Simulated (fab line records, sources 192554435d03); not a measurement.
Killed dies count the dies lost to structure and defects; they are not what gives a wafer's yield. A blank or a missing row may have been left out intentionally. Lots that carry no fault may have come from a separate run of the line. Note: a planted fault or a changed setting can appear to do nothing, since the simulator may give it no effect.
Chamber matching || flow n5_finfet || 4 sister chambers for N5_BEOL_M7_STRIP_36 on rie_diel-06
The step strips in N2/H2. 14 wafers are shown with their chamber, then 7 later ones without.

== WAFERS WITH THEIR CHAMBER ==
{"wafer": "L075.1", "chamber": 3, "showerhead_plenum_p_Torr (Torr)": 2.65, "drypump_motor_current_A (A)": 5.7, "throttle_valve_pct (%)": 23.35}
{"wafer": "L075.3", "chamber": 2, "showerhead_plenum_p_Torr (Torr)": 2.49, "drypump_motor_current_A (A)": 5.0, "throttle_valve_pct (%)": 23.28}
{"wafer": "L075.5", "chamber": 3, "showerhead_plenum_p_Torr (Torr)": 2.65, "drypump_motor_current_A (A)": 5.7, "throttle_valve_pct (%)": 23.35}
{"wafer": "L076.2", "chamber": 3, "showerhead_plenum_p_Torr (Torr)": 2.65, "drypump_motor_current_A (A)": 5.7, "throttle_valve_pct (%)": 23.33}
{"wafer": "L076.5", "chamber": 1, "showerhead_plenum_p_Torr (Torr)": 2.50, "drypump_motor_current_A (A)": 5.1, "throttle_valve_pct (%)": 23.34}
{"wafer": "L076.6", "chamber": 2, "showerhead_plenum_p_Torr (Torr)": 2.49, "drypump_motor_current_A (A)": 5.0, "throttle_valve_pct (%)": 23.27}
{"wafer": "L084.3", "chamber": 2, "showerhead_plenum_p_Torr (Torr)": 2.48, "drypump_motor_current_A (A)": 5.0, "throttle_valve_pct (%)": 23.30}
{"wafer": "L084.4", "chamber": 3, "showerhead_plenum_p_Torr (Torr)": 2.65, "drypump_motor_current_A (A)": 5.8, "throttle_valve_pct (%)": 23.39}
{"wafer": "L084.6", "chamber": 2, "showerhead_plenum_p_Torr (Torr)": 2.48, "drypump_motor_current_A (A)": 4.9, "throttle_valve_pct (%)": 23.31}
{"wafer": "L086.1", "chamber": 3, "showerhead_plenum_p_Torr (Torr)": 2.64, "drypump_motor_current_A (A)": 5.7, "throttle_valve_pct (%)": 23.38}
{"wafer": "L086.3", "chamber": 1, "showerhead_plenum_p_Torr (Torr)": 2.49, "drypump_motor_current_A (A)": 5.1, "throttle_valve_pct (%)": 23.35}
{"wafer": "L086.4", "chamber": 2, "showerhead_plenum_p_Torr (Torr)": 2.48, "drypump_motor_current_A (A)": 5.0, "throttle_valve_pct (%)": 23.26}
{"wafer": "L089.2", "chamber": 0, "showerhead_plenum_p_Torr (Torr)": 2.39, "drypump_motor_current_A (A)": 6.2, "throttle_valve_pct (%)": 23.73}
{"wafer": "L089.4", "chamber": 2, "showerhead_plenum_p_Torr (Torr)": 2.48, "drypump_motor_current_A (A)": 5.0, "throttle_valve_pct (%)": 23.28}

SIGNATURES (means of the wafers above)
{"reading": "showerhead_plenum_p_Torr", "chamber 0": 2.3900, "chamber 1": 2.4950, "chamber 2": 2.4833, "chamber 3": 2.6480, "scatter within a chamber": 0.00513}
{"reading": "drypump_motor_current_A", "chamber 0": 6.200, "chamber 1": 5.100, "chamber 2": 4.983, "chamber 3": 5.720, "scatter within a chamber": 0.0404}
{"reading": "throttle_valve_pct", "chamber 0": 23.7300, "chamber 1": 23.3450, "chamber 2": 23.2833, "chamber 3": 23.3600, "scatter within a chamber": 0.0205}
Rule: a wafer's distance from a chamber is the root of the sum, over the readings, of the square of ((its reading less the chamber's mean) divided by the reading's scatter). If the next closest chamber is less than 2 further off than the closest, the wafer can't be placed; otherwise it belongs to the closest. How the scatter is found: for the shown wafers, subtract from each reading the mean of its chamber, square and add these, divide the total by (wafers less chambers), then take the root.

== WAFERS WITH NO CHAMBER GIVEN ==
{"wafer": "L089.5", "showerhead_plenum_p_Torr (Torr)": 2.64, "drypump_motor_current_A (A)": 5.7, "throttle_valve_pct (%)": 23.39}
{"wafer": "L092.1", "showerhead_plenum_p_Torr (Torr)": 2.64, "drypump_motor_current_A (A)": 5.7, "throttle_valve_pct (%)": 23.40}
{"wafer": "L092.2", "showerhead_plenum_p_Torr (Torr)": 2.39, "drypump_motor_current_A (A)": 6.3, "throttle_valve_pct (%)": 23.74}
{"wafer": "L092.3", "showerhead_plenum_p_Torr (Torr)": 2.47, "drypump_motor_current_A (A)": 5.0, "throttle_valve_pct (%)": 23.33}
{"wafer": "L095.1", "showerhead_plenum_p_Torr (Torr)": 2.64, "drypump_motor_current_A (A)": 5.8, "throttle_valve_pct (%)": 23.41}
{"wafer": "L095.3", "showerhead_plenum_p_Torr (Torr)": 2.47, "drypump_motor_current_A (A)": 5.0, "throttle_valve_pct (%)": 23.34}
{"wafer": "L095.6", "showerhead_plenum_p_Torr (Torr)": 2.47, "drypump_motor_current_A (A)": 5.0, "throttle_valve_pct (%)": 23.33}

== EACH ONE'S CHAMBER ==
{"wafer": "L089.5", "from the rows above": 3, "in truth": 3}
{"wafer": "L092.1", "from the rows above": 3, "in truth": 3}
{"wafer": "L092.2", "from the rows above": 0, "in truth": 0}
{"wafer": "L092.3", "from the rows above": 2, "in truth": 2}
{"wafer": "L095.1", "from the rows above": 3, "in truth": 3}
{"wafer": "L095.3", "from the rows above": "can't be placed: 2 or 1", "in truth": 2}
{"wafer": "L095.6", "from the rows above": 2, "in truth": 2}
Placed correctly: 6 of 7. From these rows, 1 cannot be placed; in 1 the true chamber is one of the candidates. Number placed wrongly: 0.
